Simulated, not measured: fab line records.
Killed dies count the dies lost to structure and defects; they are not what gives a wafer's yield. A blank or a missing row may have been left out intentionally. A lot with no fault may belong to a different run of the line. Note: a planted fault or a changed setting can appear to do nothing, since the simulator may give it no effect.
Which of the tools did it? | flow n5_finfet | 10 lots with 30 wafers sampled at 5 steps, on a route of 1938 steps

== WHAT EACH GAUGE READ, for each wafer ==
N5_BEOL_M4_RC_MEAS_101.
lot  | measured     | on        | DIBL_N (mV/V)
L688 | day 9 11:07  | prober-01 | 35.0 32.6 31.7
L689 | day 9 12:15  | prober-02 | 35.1 37.4 38.2
L687 | day 9 12:59  | prober-01 | 37.3 36.3 36.6
L691 | day 9 13:34  | prober-02 | 36.2 39.5 36.9
L698 | day 11 16:10 | prober-01 | 38.7 38.1 36.4
L697 | day 11 21:35 | prober-01 | 34.7 36.6 36.2
L702 | day 12 12:03 | prober-01 | 36.3 33.1 34.3
L701 | day 12 23:16 | prober-01 | 35.1 38.3 37.1
L705 | day 13 22:01 | prober-01 | 38.1 37.9 35.8
L704 | day 13 22:16 | prober-02 | 36.2 37.0 35.5

== WHAT TOOL EACH LOT RAN ON (gives the tool, then ch and the chambers of the sampled wafers, and finally the start) ==
lot  | N5_BEOL_M4_SPUTTER_79        | N5_BEOL_M4_ANNEAL_80         | N5_BEOL_M4_SPUTTER_86        | N5_BEOL_M4_SPUTTER_90
L688 | pvd_sputter-01, day 9 08:24  | pvd_sputter-01, day 9 08:29  | pvd_sputter-01, day 9 08:50  | pvd_sputter-01, day 9 09:17
L689 | pvd_sputter-03, day 9 09:00  | pvd_sputter-03, day 9 09:05  | pvd_sputter-03, day 9 09:26  | pvd_sputter-03, day 9 09:53
L687 | pvd_sputter-02, day 9 10:13  | pvd_sputter-02, day 9 10:18  | pvd_sputter-02, day 9 10:40  | pvd_sputter-02, day 9 11:06
L691 | pvd_sputter-01, day 9 10:32  | pvd_sputter-01, day 9 10:37  | pvd_sputter-01, day 9 10:59  | pvd_sputter-01, day 9 11:25
L698 | pvd_sputter-03, day 11 13:31 | pvd_sputter-03, day 11 13:36 | pvd_sputter-03, day 11 13:58 | pvd_sputter-03, day 11 14:24
L697 | pvd_sputter-01, day 11 18:38 | pvd_sputter-01, day 11 18:43 | pvd_sputter-01, day 11 19:04 | pvd_sputter-01, day 11 19:31
L702 | pvd_sputter-03, day 12 08:50 | pvd_sputter-03, day 12 08:55 | pvd_sputter-03, day 12 09:16 | pvd_sputter-03, day 12 09:43
L701 | pvd_sputter-03, day 12 20:10 | pvd_sputter-03, day 12 20:15 | pvd_sputter-03, day 12 20:37 | pvd_sputter-03, day 12 21:03
L705 | pvd_sputter-01, day 13 19:19 | pvd_sputter-01, day 13 19:24 | pvd_sputter-01, day 13 19:46 | pvd_sputter-01, day 13 20:12
L704 | pvd_sputter-02, day 13 19:27 | pvd_sputter-02, day 13 19:32 | pvd_sputter-02, day 13 19:53 | pvd_sputter-02, day 13 20:20
- N5_BEOL_M4_SPUTTER_79: material Cu, target thk 4.5 nm, time 8.29 s.
- N5_BEOL_M4_ANNEAL_80: time 240 s.
- N5_BEOL_M4_SPUTTER_86: material Cu, target thk 4.5 nm, time 8.29 s.
- N5_BEOL_M4_SPUTTER_90: material Cu, target thk 4.5 nm, time 8.29 s.

== THE ANSWER, worked out from the rows above alone ==
Rule: the usual values come from the lots themselves. The widest of any qualifying gaps counts: lots, ordered by their means at a reading, are off when they make up no more than a third of the lots, leave a main group of 4 or more, and stand apart from it by 3 or more times the standard deviation of that group's means. If all means in a main group match to the digits the tables above print for the reading, that group is not used. A lot without any number at a reading at which 4 lots or more have one is off too. All remaining lots with rows at the step are treated as sound.
No lot is off on any of the readings shown, so nothing can be concluded from this.

== WHAT THE SIMULATOR HAD INSERTED ==
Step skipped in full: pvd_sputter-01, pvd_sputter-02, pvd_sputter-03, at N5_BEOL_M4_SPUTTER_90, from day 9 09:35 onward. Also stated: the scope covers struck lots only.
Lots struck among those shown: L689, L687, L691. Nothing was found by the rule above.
